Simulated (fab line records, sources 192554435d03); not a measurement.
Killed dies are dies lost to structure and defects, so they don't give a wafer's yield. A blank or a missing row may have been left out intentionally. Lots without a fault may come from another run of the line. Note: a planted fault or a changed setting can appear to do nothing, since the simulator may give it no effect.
Matching of chambers :: flow n5Finfet :: rieDiel-03 running N5_BEOL_M1_ETCH_74: 4 sister chambers
The step etches underlayer in N2/H2, target depth 6.5 nm, time 5.2 s. 7 wafers are shown with their chamber, then 7 later ones without.

== EACH WAFER AND ITS CHAMBER ==
wafer: L077.5
chamber: 0
drypumpMotorCurrentA (A): 5.9
throttleValvePct (%): 18.04

wafer: L079.3
chamber: 0
drypumpMotorCurrentA (A): 5.9
throttleValvePct (%): 18.06

wafer: L079.4
chamber: 3
drypumpMotorCurrentA (A): 5.8
throttleValvePct (%): 18.53

wafer: L080.2
chamber: 3
drypumpMotorCurrentA (A): 5.9
throttleValvePct (%): 18.56

wafer: L080.4
chamber: 2
drypumpMotorCurrentA (A): 5.7
throttleValvePct (%): 18.14

wafer: L091.1
chamber: 2
drypumpMotorCurrentA (A): 5.7
throttleValvePct (%): 18.18

wafer: L091.3
chamber: 1
drypumpMotorCurrentA (A): 6.4
throttleValvePct (%): 18.26

== WAFERS MISSING THEIR CHAMBER ==
wafer: L091.6
drypumpMotorCurrentA (A): 5.9
throttleValvePct (%): 18.08

wafer: L092.1
drypumpMotorCurrentA (A): 6.4
throttleValvePct (%): 18.23

wafer: L092.2
drypumpMotorCurrentA (A): 5.9
throttleValvePct (%): 18.58

wafer: L092.5
drypumpMotorCurrentA (A): 5.6
throttleValvePct (%): 18.18

wafer: L096.1
drypumpMotorCurrentA (A): 5.6
throttleValvePct (%): 18.22

wafer: L096.3
drypumpMotorCurrentA (A): 6.4
throttleValvePct (%): 18.24

wafer: L096.5
drypumpMotorCurrentA (A): 5.9
throttleValvePct (%): 18.10

== THE CHAMBER EACH PASSED THROUGH ==
wafer: L091.6
from the rows above: 0
in truth: 0

wafer: L092.1
from the rows above: 1
in truth: 1

wafer: L092.2
from the rows above: 3
in truth: 3

wafer: L092.5
from the rows above: 2
in truth: 2

wafer: L096.1
from the rows above: 2
in truth: 2

wafer: L096.3
from the rows above: 1
in truth: 1

wafer: L096.5
from the rows above: 0
in truth: 0
Correctly placed: 7 of 7. Number that these rows cannot place: 0. Wrongly placed: 0.
How it was worked out, from the rows above alone: a wafer's distance from a chamber is the root of the sum, over the readings, of the square of ((its reading less the chamber's mean) divided by the reading's scatter). The wafer belongs to the nearest chamber; if the next one is less than 2 further off, it can't be placed. The mean given for a chamber averages the wafers shown for that chamber. The scatter is the square root of a quotient: the sum, over the shown wafers, of each reading's squared deviation from its chamber's mean, divided by wafers minus chambers.
